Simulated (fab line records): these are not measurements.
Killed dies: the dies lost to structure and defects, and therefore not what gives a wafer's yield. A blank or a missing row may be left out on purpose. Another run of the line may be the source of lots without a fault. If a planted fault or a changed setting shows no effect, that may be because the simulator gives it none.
fab line records | flow n5-finfet
record lots=7 | wafers=19 | last-day=17
route steps=1938 shown BEOL_M12@1639 PASSIVATION@1936
lots untouched by any fault: they come from a run of this same line in which no faults occurred
start-h: start of the lot's first displayed wafer, in hours after the record's first day | wait-h: how many hours have passed since the lot's step before this one | " repeats the value in the row above | L1.1+2: several wafers, shown together as one row | - no value, or no start given | * or withheld: withheld | < > ~ a bound
route shown NAME@n: NAME is a module with steps in the file, n the number in the route of the first one | usual: average and standard deviation across the fault-free wafers | same: alike in all rows | chamber/n: place in a boat | sites: per-site readings | _std_site: how widely they spread, as a standard deviation | _edge_site: mean of outer sites minus mean of inner sites | radius-mm: for every site, how far away it sits from the centre of the wafer | mask NAME#n: copy n | behind: the last tool/chamber to shape the wafer | hold: what put the lot on hold/how long, in hours/how the hold closed | device: the transistor (n, p or np) that didn't switch | end of line: tests of these same wafers at the route's end | a step given without rows: its recipe and nothing more | killed: count of dies lost to structure and defects at first sort (not the wafer's yield) | map: a wafer's dies, marking killed ones x, the rest . and places with no die _
set.NAME: the setting that was run; set.NAME@STEP: the one run at that earlier step | model.NAME: the simulator's own value behind a step, which no gauge read
lots at selected steps of the route; one table per step, one row per wafer
services: the hour from which a tool's chamber was out of use, counted from the record's first day as start-h (under 0 if before that day), plus the number of hours and why
## steps
# step N5_BEOL_M12_TRENCH_ETCH_34
# recipe chemistry=C4F8/O2/Ar | target=SiOC | target-depth-a=3189.5 | mask-material=SOC | pressure-mtorr=30 | source-w=3000 | bias-w=700 | Ar_flow_sccm=400 | C4F8_flow_sccm=15 | O2_flow_sccm=8 | he-inner-torr=15 | he-outer-torr=30 | time-s=125.5 | ion-energy-ev=250
# step N5_BEOL_M12_STRIP_70
# recipe chemistry=C4F8/O2/Ar | resist=SiARC | rf-frequency-hz=6e+07
# step N5_BEOL_M12_OCD_MEAS_35
# usual trench-depth-nm=320/3.9
lot.wafer | tool   | chamber | start-h | wait-h | trench-depth-nm
L804.2    | ocd-02 | -       | 232.89  | 0.0    | 326
L804.4    | "      | -       | "       | "      | 325
L804.5    | "      | -       | "       | "      | 320
L807.2    | ocd-01 | -       | 261.40  | 0.0    | 317
L807.4    | "      | -       | "       | "      | 320
L807.6    | "      | -       | "       | "      | 315
L816.4    | ocd-01 | -       | 302.28  | 0.0    | 323
L816.5    | "      | -       | "       | "      | 325
L816.6    | "      | -       | "       | "      | 316
L817.3    | ocd-01 | -       | 319.92  | 0.0    | 322
L817.6    | "      | -       | "       | "      | 316
L819.5    | ocd-01 | -       | 327.96  | 0.0    | 317
L819.6    | "      | -       | "       | "      | 324
L826.1    | ocd-01 | -       | 360.51  | 0.0    | 316
L826.4    | "      | -       | "       | "      | 319
L826.5    | "      | -       | "       | "      | 322
L825.1    | ocd-01 | -       | 379.49  | 0.0    | 315
L825.2    | "      | -       | "       | "      | 323
L825.5    | "      | -       | "       | "      | 320
# step N5_BEOL_M12_STRIP_37
# recipe chemistry=N2/H2 | power-w=1000 | temp-c=250 | h2-frac=0.65 | overash-fraction=0.3 | pressure-mtorr=withheld | n2-flow-sccm=1750 | h2-flow-sccm=3250
# usual drypump-motor-current-A=5.66/0.22 | heater-power-w=348/25 | oes-product-au=0.791/0.011
lot.wafer | tool            | chamber | start-h | wait-h | drypump-motor-current-A | heater-power-w | oes-product-au | rf-hours-counter-h
L804.2    | plasma-asher-01 | 0       | 232.93  | 0.0    | 5.82                    | 360            | 0.783          | 123
L804.4    | "               | 1       | "       | "      | 5.75                    | 347            | 0.798          | -
L804.5    | "               | 0       | "       | "      | 5.83                    | 365            | 0.793          | -
L807.2    | plasma-asher-01 | 1       | 261.44  | 0.0    | 5.75                    | 342            | 0.795          | 129
L807.4    | "               | 0       | "       | "      | 5.84                    | 350            | 0.801          | -
L807.6    | "               | 0       | "       | "      | 5.81                    | 358            | 0.800          | -
L816.4    | plasma-asher-01 | 0       | 302.33  | 0.1    | 5.82                    | 355            | 0.782          | -
L816.5    | "               | 1       | "       | "      | 5.75                    | 343            | 0.806          | -
L816.6    | "               | 0       | "       | "      | 5.81                    | 347            | 0.790          | -
L817.3    | plasma-asher-02 | 0       | 319.98  | 0.1    | 5.24                    | 380            | 0.794          | -
L817.6    | "               | 1       | "       | "      | 5.67                    | 310            | 0.795          | -
L819.5    | plasma-asher-01 | 1       | 328.04  | 0.1    | 5.75                    | 339            | 0.798          | -
L819.6    | "               | 0       | "       | "      | 5.85                    | 350            | 0.770          | -
L826.1    | plasma-asher-01 | 1       | 360.55  | 0.0    | 5.75                    | 331            | 0.816          | 150
L826.4    | "               | 0       | "       | "      | 5.82                    | 352            | 0.786          | -
L826.5    | "               | 1       | "       | "      | 5.74                    | 347            | 0.791          | -
L825.1    | plasma-asher-02 | 0       | 379.66  | 0.2    | 5.24                    | 385            | 0.799          | 92
L825.2    | "               | 1       | "       | "      | 5.73                    | 312            | 0.784          | 92
L825.5    | "               | 1       | "       | "      | 5.71                    | 304            | 0.794          | -
# step N5_BEOL_M12_ETCH_38
# recipe chemistry=CF4/N2 | target=SiCN | target-depth-a=687 | taper-deg=2 | time-s=73.4 | ion-energy-ev=150 | mask-material=SiO2 | pressure-mtorr=40 | source-w=430 | bias-w=70 | Ar_flow_sccm=100 | cf4-flow-sccm=60 | n2-flow-sccm=60
# usual drypump-motor-current-A=5.8/0.34 | oes-product-au=0.80/0.099 | rf-fwd-power-W=427.8/1.5 | rf-vpp-V=382.8/1.7 | showerhead-plenum-p-Torr=2.22/0.066 | throttle-valve-pct=15.45/0.28
lot.wafer | tool        | chamber | start-h | wait-h | drypump-motor-current-A | oes-product-au | rf-fwd-power-W | rf-hours-counter-h | rf-vpp-V | showerhead-plenum-p-Torr | throttle-valve-pct
L804.2    | rie-diel-05 | 0       | 235.66  | -      | 5.7                     | 0.84           | 425.7          | 55                 | 385.9    | 2.33                     | 15.13
L804.4    | "           | 3       | "       | "      | 5.8                     | 0.82           | 425.4          | 74                 | 381.5    | 2.14                     | 15.32
L804.5    | "           | 3       | "       | "      | 5.8                     | 0.82           | 425.1          | -                  | 381.1    | 2.14                     | 15.32
L807.2    | rie-diel-03 | 1       | 262.43  | -      | 5.5                     | 0.72           | 428.8          | 197                | 380.8    | 2.10                     | 15.14
L807.4    | "           | 3       | "       | "      | 5.5                     | 0.70           | 427.0          | 210                | 381.3    | 2.18                     | 15.82
L807.6    | "           | 3       | "       | "      | 5.6                     | 0.70           | 426.3          | -                  | 383.4    | 2.18                     | 15.81
L816.4    | rie-diel-04 | 3       | 304.57  | -      | 6.2                     | 0.73           | 428.9          | 224                | 382.7    | 2.18                     | 15.84
L816.5    | "           | 0       | "       | "      | 6.3                     | 0.96           | 426.9          | -                  | 383.0    | 2.25                     | 15.14
L816.6    | "           | 1       | "       | "      | 6.4                     | 0.91           | 427.3          | -                  | 384.0    | 2.25                     | 15.38
L817.3    | rie-diel-04 | 0       | 323.54  | -      | 6.2                     | 0.93           | 426.3          | 19                 | 383.6    | 2.25                     | 15.15
L817.6    | "           | 1       | "       | "      | 6.5                     | 0.89           | 427.6          | -                  | 383.7    | 2.25                     | 15.42
L819.5    | rie-diel-05 | 1       | 328.22  | -      | 5.5                     | 0.66           | 430.5          | -                  | 383.2    | 2.26                     | 15.66
L819.6    | "           | 2       | "       | "      | 5.5                     | 0.79           | 430.0          | -                  | 382.6    | 2.21                     | 15.40
L826.1    | rie-diel-03 | 2       | 361.00  | -      | 5.8                     | 0.80           | 425.8          | 115                | 384.2    | 2.30                     | 15.24
L826.4    | "           | 3       | "       | "      | 5.5                     | 0.68           | 427.9          | 241                | 381.3    | 2.17                     | 15.88
L826.5    | "           | 0       | "       | "      | 5.7                     | 0.91           | 425.2          | -                  | 383.2    | 2.24                     | 15.36
L825.1    | rie-diel-04 | 0       | 380.87  | -      | 6.3                     | 0.91           | 425.4          | 36                 | 383.2    | 2.25                     | 15.19
L825.2    | "           | 3       | "       | "      | 6.3                     | 0.70           | 428.5          | 249                | 381.5    | 2.17                     | 15.90
L825.5    | "           | 2       | "       | "      | 6.1                     | 0.69           | 429.0          | -                  | 383.0    | 2.17                     | 15.95
# step N5_BEOL_M12_PRECLEAN_39
# recipe chemistry=residue-remover | time-s=60 | temp-c=40
# step N5_BEOL_M12_SRD_40
# recipe time-s=30 | temp-c=23 | rinse-liquid=diw | dry=n2-spin | spin-rpm=1500 | dry-time-s=30
# step N5_BEOL_M12_DEGAS_41
# recipe ambient=vacuum | temp-c=250 | time-s=60
# usual heater-power-w=351/30 | susceptor-temp-C=249.97/0.17
lot.wafer | tool           | chamber | start-h | wait-h | heater-power-w | susceptor-temp-C
L804.2    | pvd-sputter-02 | -       | 236.15  | 0.3    | 431            | 249.74
L804.4    | "              | -       | "       | "      | 365            | 250.06
L804.5    | "              | -       | "       | "      | 438            | 250.03
L807.2    | pvd-sputter-03 | -       | 263.09  | 0.5    | 328            | 250.21
L807.4    | "              | -       | "       | "      | 351            | 250.18
L807.6    | "              | -       | "       | "      | 384            | 249.98
L816.4    | pvd-sputter-01 | -       | 305.19  | 0.5    | 353            | 249.85
L816.5    | "              | -       | "       | "      | 342            | 250.10
L816.6    | "              | -       | "       | "      | 347            | 250.29
L817.3    | pvd-sputter-02 | -       | 325.70  | 0.1    | 341            | 250.00
L817.6    | "              | -       | "       | "      | 342            | 249.86
L819.5    | pvd-sputter-02 | -       | 328.64  | 0.3    | 314            | 249.77
L819.6    | "              | -       | "       | "      | 421            | 249.95
L826.1    | pvd-sputter-02 | -       | 361.29  | 0.1    | 317            | 249.99
L826.4    | "              | -       | "       | "      | 349            | 250.22
L826.5    | "              | -       | "       | "      | 358            | 249.67
L825.1    | pvd-sputter-01 | -       | 381.39  | 0.4    | 356            | 249.89
L825.2    | "              | -       | "       | "      | 356            | 249.91
L825.5    | "              | -       | "       | "      | 332            | 250.08
# step N5_BEOL_M12_PRE_CLEAN_42
# recipe gas=H2/He | time-s=30 | temp-c=250
# step N5_BEOL_M12_SPUTTER_43
# recipe material=TaN | target-thk-a=150 | temp-c=50 | bias-v=168.6 | power-w=15000 | chamber-pressure-pa=0.12 | time-s=24.19
# step N5_BEOL_M12_SPUTTER_44
# recipe material=Ta | target-thk-a=100 | temp-c=50 | bias-v=80 | power-w=15000 | chamber-pressure-pa=0.07 | time-s=16.13
# usual chamber-pressure-pa=0.06999/0.00014 | substrate-temp-c=50.02/0.12 | susceptor-temp-C=50.01/0.11 | throttle-valve-pct=30.0/0.94
lot.wafer | tool           | chamber | start-h | wait-h | chamber-pressure-pa | substrate-temp-c | susceptor-temp-C | throttle-valve-pct
L804.2    | pvd-sputter-02 | -       | 236.31  | 0.0    | 0.07004             | 50.19            | 49.92            | 29.9
L804.4    | "              | -       | "       | "      | 0.07005             | 49.85            | 50.19            | 29.1
L804.5    | "              | -       | "       | "      | 0.06994             | 50.19            | 50.04            | 29.7
L807.2    | pvd-sputter-03 | -       | 263.25  | 0.0    | 0.07012             | 49.88            | 50.00            | 29.8
L807.4    | "              | -       | "       | "      | 0.07003             | 49.85            | 50.09            | 29.0
L807.6    | "              | -       | "       | "      | 0.07013             | 50.13            | 50.02            | 31.6
L816.4    | pvd-sputter-01 | -       | 305.35  | 0.0    | 0.07018             | 49.80            | 50.05            | 30.0
L816.5    | "              | -       | "       | "      | 0.06993             | 50.07            | 49.93            | 30.0
L816.6    | "              | -       | "       | "      | 0.07011             | 49.96            | 50.01            | 32.0
L817.3    | pvd-sputter-02 | -       | 325.86  | 0.0    | 0.06993             | 49.92            | 50.01            | 28.7
L817.6    | "              | -       | "       | "      | 0.07001             | 50.08            | 49.82            | 28.9
L819.5    | pvd-sputter-02 | -       | 328.82  | 0.0    | 0.06982             | 50.10            | 49.70            | 29.1
L819.6    | "              | -       | "       | "      | 0.0698              | 50.12            | 50.08            | 30.0
L826.1    | pvd-sputter-02 | -       | 361.45  | 0.0    | 0.07024             | 50.01            | 50.04            | 29.7
L826.4    | "              | -       | "       | "      | 0.06984             | 50.13            | 49.90            | 29.1
L826.5    | "              | -       | "       | "      | 0.07001             | 49.93            | 50.01            | 29.0
L825.1    | pvd-sputter-01 | -       | 381.55  | 0.0    | 0.06966             | 49.96            | 50.01            | 32.0
L825.2    | "              | -       | "       | "      | 0.06993             | 49.89            | 49.87            | 30.8
L825.5    | "              | -       | "       | "      | 0.07                | 50.09            | 50.10            | 30.0
# step N5_BEOL_M12_SPUTTER_45
# recipe material=Cu | target-thk-a=800 | temp-c=-20 | bias-v=60 | power-w=26000 | chamber-pressure-pa=0.13 | time-s=13.33
# step N5_BEOL_M12_ECD_47
# recipe material=Cu | target-thk-a=7200
lot.wafer | tool      | chamber | start-h | wait-h | model.Cu_of_BEOL_M12_ECD_47.thk-nm
L804.2    | ecd-cu-01 | 0       | 236.51  | 0.1    | 708.2
L804.4    | "         | 0       | "       | "      | 727
L804.5    | "         | 1       | "       | "      | 724.8
L807.2    | ecd-cu-02 | 1       | 263.45  | 0.1    | 718.2
L807.4    | "         | 0       | "       | "      | 720.6
L807.6    | "         | 1       | "       | "      | 715.2
L816.4    | ecd-cu-02 | 1       | 305.59  | 0.1    | 721.6
L816.5    | "         | 1       | "       | "      | 1363
L816.6    | "         | 0       | "       | "      | 1362
L817.3    | ecd-cu-02 | 1       | 326.10  | 0.1    | 719.8
L817.6    | "         | 1       | "       | "      | 1365
L819.5    | ecd-cu-02 | 0       | 329.06  | 0.1    | 1360
L819.6    | "         | 1       | "       | "      | 1358
L826.1    | ecd-cu-01 | 0       | 361.65  | 0.1    | 708
L826.4    | "         | 1       | "       | "      | 711
L826.5    | "         | 0       | "       | "      | 710
L825.1    | ecd-cu-01 | 1       | 381.75  | 0.1    | 731.4
L825.2    | "         | 0       | "       | "      | 726
L825.5    | "         | 1       | "       | "      | 715.6
# step N5_BEOL_M12_ANNEAL_48
# recipe temp-c=225 | time-s=90 | ambient=N2
# usual wafer_temp_C_max=226.0/0.37
lot.wafer | tool          | chamber | start-h | wait-h | wafer_temp_C_max
L804.2    | rtp-anneal-02 | 0       | 236.70  | 0.1    | 225.9
L804.4    | "             | 0       | "       | "      | 226.5
L804.5    | "             | 0       | "       | "      | 226.5
L807.2    | rtp-anneal-01 | 0       | 263.64  | 0.1    | 225.8
L807.4    | "             | 0       | "       | "      | 225.9
L807.6    | "             | 0       | "       | "      | 225.9
L816.4    | rtp-anneal-01 | 0       | 305.83  | 0.2    | 225.4
L816.5    | "             | 0       | "       | "      | 225.6
L816.6    | "             | 0       | "       | "      | 225.7
L817.3    | rtp-anneal-01 | 0       | 326.29  | 0.2    | 225.9
L817.6    | "             | 0       | "       | "      | 225.9
L819.5    | rtp-anneal-01 | 0       | 329.30  | 0.2    | 225.9
L819.6    | "             | 0       | "       | "      | 226.1
L826.1    | rtp-anneal-02 | 0       | 361.79  | 0.1    | 226.2
L826.4    | "             | 0       | "       | "      | 226.1
L826.5    | "             | 0       | "       | "      | 226.0
L825.1    | rtp-anneal-02 | 0       | 381.89  | 0.1    | 226.5
L825.2    | "             | 0       | "       | "      | 226.6
L825.5    | "             | 0       | "       | "      | 226.4
# step N5_PASSIVATION_PROBE_49
# usual defect-limited-yield=91.3/1.4 | killed_at_M0_to_M3=35/11 | killed_at_M4_up=14/5.4 | killed-at-contacts=12/6.2 | killed-at-front-end=38/11 | killed-at-other=4.1/2.8 | killed-dies=103/17 | killed-open=66/13 | killed-short=34/8.2 | sort_bin_5_function=5.1/0.89 | sort_bin_6_memory=3.3/0.72 | sort_bin_8_speed=0.00/0.0099 | sort-n-pass=1077/17 | sort-yield-pct=91.3/1.4
# same gross-dies=1180 | killed-at-back-side=0 | sort_bin_4_leakage[%]=0
lot.wafer | tool      | chamber | start-h | wait-h | defect-limited-yield[%] | killed_at_M0_to_M3 | killed_at_M4_up | killed-at-contacts | killed-at-front-end | killed-at-other | killed-dies | killed-open | killed-short | sort_bin_5_function[%] | sort_bin_6_memory[%] | sort_bin_8_speed[%] | sort-n-pass | sort-yield-pct[%]
L804.2    | prober-02 | -       | 266.56  | 0.1    | 91.7                    | 43                 | 13              | 3                  | 38                  | 1               | 98          | 61          | 35           | 4.7                    | 3.4                  | 0                   | 1082        | 91.7
L804.4    | prober-02 | -       | 266.66  | 0.2    | 91.6                    | 40                 | 11              | 12                 | 34                  | 2               | 99          | 70          | 27           | 4.7                    | 3.3                  | 0                   | 1081        | 91.6
L804.5    | prober-02 | -       | 266.71  | 0.2    | 91.3                    | 40                 | 13              | 7                  | 38                  | 5               | 103         | 65          | 36           | 4.7                    | 3.8                  | 0                   | 1077        | 91.3
L816.4    | prober-02 | -       | 346.12  | 0.2    | 91.2                    | 34                 | 8               | 13                 | 44                  | 5               | 104         | 66          | 36           | 5.3                    | 3.2                  | 0                   | 1076        | 91.2
L816.5    | prober-02 | -       | 346.17  | 0.2    | 90.3                    | 17                 | 22              | 5                  | 69                  | 2               | 115         | 71          | 40           | 6.4                    | 2.8                  | 0                   | 1065        | 90.3
L816.6    | prober-02 | -       | 346.22  | 0.3    | 92.7                    | 20                 | 17              | 9                  | 36                  | 4               | 86          | 53          | 29           | 4.2                    | 2.8                  | 0                   | 1094        | 92.7
L817.3    | prober-02 | -       | 363.06  | 0.1    | 90.9                    | 22                 | 23              | 8                  | 50                  | 4               | 107         | 71          | 35           | 5.0                    | 3.9                  | 0                   | 1073        | 90.9
L817.6    | prober-02 | -       | 363.21  | 0.3    | 90.3                    | 38                 | 10              | 14                 | 46                  | 6               | 114         | 72          | 42           | 5.8                    | 3.6                  | 0                   | 1066        | 90.3
L825.2    | prober-01 | -       | 414.17  | 0.1    | 92.1                    | 28                 | 25              | 13                 | 25                  | 2               | 93          | 66          | 27           | 4.7                    | 2.7                  | 0                   | 1087        | 92.1
# killed by level:class
L804.2 STI_FIN_REVEAL:geometric-particle:open=12 BEOL_M0_SAQP:geometric-particle:open=12 BEOL_M0_SAQP:geometric-particle:short=10 BEOL_M3:geometric-particle:open=10 BEOL_M4:geometric-particle:open=8 BEOL_M2:geometric-particle:open=6 FIN_SAQP:geometric-particle:short=4 STI_FIN_REVEAL:geometric-particle:short=4
L804.4 FIN_SAQP:geometric-particle:open=10 MOL_CONTACT_COAG:geometric-particle:open=10 FIN_SAQP:geometric-particle:short=7 STI_FIN_REVEAL:geometric-particle:open=7 BEOL_M0_SAQP:geometric-particle:open=7 BEOL_M0:geometric-particle:open=7 BEOL_M1:geometric-particle:open=5 BEOL_M0:geometric-particle:short=5
L804.5 BEOL_M0_SAQP:geometric-particle:short=9 STI_FIN_REVEAL:geometric-particle:open=8 BEOL_M0_SAQP:geometric-particle:open=8 BEOL_M4:geometric-particle:open=8 FIN_SAQP:geometric-particle:open=7 GATE_CUT:geometric-particle:short=6 MOL_CONTACT_COAG:geometric-particle:open=6 FIN_SAQP:geometric-particle:short=5
L816.4 BEOL_M0_SAQP:geometric-particle:open=14 STI_FIN_REVEAL:geometric-particle:open=12 MOL_CONTACT_COAG:geometric-particle:open=10 BEOL_M0_SAQP:geometric-particle:short=8 FIN_SAQP:geometric-particle:open=6 ILD0:geometric-particle:short=5 FIN_SAQP:geometric-particle:short=4 DUMMY_GATE:geometric-particle:open=4
L816.5 FIN_SAQP:geometric-particle:open=19 STI_FIN_REVEAL:geometric-particle:open=12 FIN_SAQP:geometric-particle:short=10 GATE_CUT:geometric-particle:short=5 BEOL_M3:geometric-particle:open=5 BEOL_M4:geometric-particle:open=5 ILD0:geometric-particle:open=4 STI_FIN_REVEAL:geometric-particle:short=4
L816.6 BEOL_M0_SAQP:geometric-particle:open=8 FIN_SAQP:geometric-particle:short=7 STI_FIN_REVEAL:geometric-particle:open=6 MOL_CONTACT_COAG:geometric-particle:open=6 BEOL_M0_SAQP:geometric-particle:short=5 STARTING-WAFER:geometric-particle:open=5 FIN_SAQP:geometric-particle:open=4 ILD0:geometric-particle:open=4
L817.3 STI_FIN_REVEAL:geometric-particle:open=15 BEOL_M4:geometric-particle:open=14 FIN_SAQP:geometric-particle:open=7 FIN_SAQP:geometric-particle:short=6 MOL_CONTACT_COAG:geometric-particle:open=6 BEOL_M0_SAQP:geometric-particle:open=6 GATE_CUT:geometric-particle:short=5 DUMMY_GATE:geometric-particle:open=4
L817.6 MOL_CONTACT_COAG:geometric-particle:open=11 FIN_SAQP:geometric-particle:open=8 BEOL_M3:geometric-particle:open=8 FIN_SAQP:geometric-particle:short=6 STI_FIN_REVEAL:geometric-particle:open=6 BEOL_M0_SAQP:geometric-particle:open=6 BEOL_M1:geometric-particle:open=6 STI_FIN_REVEAL:geometric-particle:short=5
L825.2 BEOL_M4:geometric-particle:open=15 MOL_CONTACT_COAG:geometric-particle:open=12 BEOL_M0_SAQP:geometric-particle:short=11 FIN_SAQP:geometric-particle:open=7 BEOL_M3:geometric-particle:open=7 BEOL_M0_SAQP:geometric-particle:open=6 ILD0:geometric-particle:short=4 BEOL_M5:geometric-particle:open=4
## services
tool            | chamber | start-h | hours | kind
rie-diel-05     | 0       | 219.57  | 8.4   | repair
rie-diel-03     | 0       | 230.47  | -     | clean
rie-diel-03     | 0       | 230.47  | -     | consumable-replace:focus-ring
rie-diel-03     | 0       | 230.47  | 17.0  | scheduled-down
rie-diel-03     | 0       | 230.47  | 17.0  | vent-cycle
rie-diel-05     | 2       | 241.26  | 2.6   | repair
rie-diel-04     | 0       | 242.74  | -     | clean
rie-diel-04     | 0       | 242.74  | -     | consumable-replace:focus-ring
rie-diel-04     | 0       | 242.74  | 14.2  | scheduled-down
rie-diel-04     | 0       | 242.74  | 14.2  | vent-cycle
ecd-cu-01       | -       | 254.59  | 6.7   | pm
rie-diel-05     | 0       | 255.58  | 11.1  | repair
rie-diel-04     | 0       | 266.18  | 6.3   | repair
plasma-asher-02 | -       | 298.53  | 11.6  | pm
rie-diel-05     | -       | 299.94  | 2.8   | pm
pvd-sputter-02  | -       | 317.00  | 6.5   | repair
plasma-asher-02 | -       | 320.96  | 0.4   | repair
rie-diel-03     | -       | 321.59  | 0.2   | repair
rie-diel-03     | 3       | 327.58  | 11.6  | repair
rie-diel-04     | 1       | 328.03  | 7.2   | repair
rtp-anneal-02   | -       | 349.78  | 3.7   | pm
rie-diel-05     | 1       | 356.36  | -     | clean
rie-diel-04     | 3       | 367.57  | 8.4   | repair
plasma-asher-01 | -       | 368.04  | 14.6  | pm
## key
first-sign none at tools or gauges
model-effect step=N5_BEOL_M12_ECD_47 | value=Cu_of_BEOL_M12_ECD_47.thk-nm | without=718.6 | struck=1362
met-at N5_BEOL_M12_ECD_47
struck-wafers L816.5,L816.6,L817.6,L819.5,L819.6
onset-between 263.45 305.59
fault kind=process-parameter-drift | tool=ecd-cu-02 | chamber=- | onset-h=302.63 | steps=N5_BEOL_M12_ECD_47 | channel=target-thk-a | offset=* | shape=step | end-h=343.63 | scope=struck-wafers-only | acts-in=* | stated=*
